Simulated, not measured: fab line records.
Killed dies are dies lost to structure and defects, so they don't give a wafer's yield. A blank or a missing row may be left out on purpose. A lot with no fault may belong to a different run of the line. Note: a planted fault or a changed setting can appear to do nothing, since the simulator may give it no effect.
Matching of chambers    flow nandHarc    4 sister chambers for NHARC_A_STAIRCASE_DESCUM_291 on rieDiel-11
The step chemistry O2, time 3 s. 24 wafers are shown with their chamber, then 12 later ones without.

== WAFERS, EACH WITH ITS CHAMBER ==
wafer   chamber  drypumpMotorCurrentA (A)  showerheadPlenumPTorr (Torr)  oesProductAu (a.u.)
L076.1  0        5.4                       2.01                          1.021
L076.2  2        5.5                       2.07                          1.004
L076.5  2        5.5                       2.07                          0.996
L075.1  1        6.4                       1.95                          1.000
L075.4  3        5.7                       1.81                          1.001
L075.5  0        5.4                       2.01                          1.009
L075.2  0        5.5                       2.01                          1.006
L075.3  2        5.5                       2.07                          1.004
L075.6  3        5.7                       1.81                          1.006
L078.2  1        6.4                       1.95                          0.998
L078.5  1        6.4                       1.95                          0.995
L078.6  2        5.5                       2.07                          1.005
L080.1  0        5.5                       2.01                          1.012
L080.2  3        5.7                       1.81                          1.005
L080.6  2        5.5                       2.07                          1.012
L081.1  0        5.5                       2.01                          0.989
L081.3  1        6.4                       1.95                          0.997
L081.6  2        5.5                       2.06                          1.005
L085.1  1        6.4                       1.95                          0.987
L085.3  2        5.5                       2.06                          1.003
L085.4  0        5.5                       2.00                          0.998
L086.1  0        5.5                       2.00                          1.004
L086.3  1        6.4                       1.94                          0.987
L086.6  2        5.5                       2.06                          1.000

SIGNATURES (averages over the wafers above)
reading                chamber 0  chamber 1  chamber 2  chamber 3  scatter within a chamber
drypumpMotorCurrentA   5.471      6.400      5.500      5.700      0.0267
showerheadPlenumPTorr  2.0071     1.9483     2.0663     1.8100     0.00455
oesProductAu           1.00557    0.99400    1.00362    1.00400    0.00688
Rule: distance of a wafer from a chamber = root of the sum over the readings of ((wafer's reading minus chamber's mean) / reading's scatter) squared. The wafer belongs to the nearest chamber; if the next one is less than 2 further off, it can't be placed. How the scatter is found: for the shown wafers, subtract from each reading the mean of its chamber, square and add these, divide the total by (wafers less chambers), then take the root.

== WAFERS WITHOUT THEIR CHAMBER ==
wafer   drypumpMotorCurrentA (A)  showerheadPlenumPTorr (Torr)  oesProductAu (a.u.)
L086.2  5.8                       1.80                          0.988
L086.4  5.5                       2.06                          0.996
L086.5  6.4                       1.94                          0.989
L090.3  5.5                       2.00                          1.005
L090.5  5.5                       2.00                          1.002
L090.6  6.4                       1.94                          0.991
L090.1  5.5                       2.06                          1.005
L090.2  5.8                       1.80                          1.002
L090.4  6.4                       1.94                          0.990
L093.1  5.5                       2.05                          1.000
L093.2  5.5                       2.00                          1.001
L093.3  5.7                       1.80                          0.985

== EACH ONE'S CHAMBER ==
wafer   from the rows above  in truth
L086.2  3                    3
L086.4  2                    2
L086.5  1                    1
L090.3  0                    0
L090.5  0                    0
L090.6  1                    1
L090.1  2                    2
L090.2  3                    3
L090.4  1                    1
L093.1  2                    2
L093.2  0                    0
L093.3  3                    3
Placed correctly: 12 of 12. Left unplaced by these rows: 0. Wrongly placed: 0.
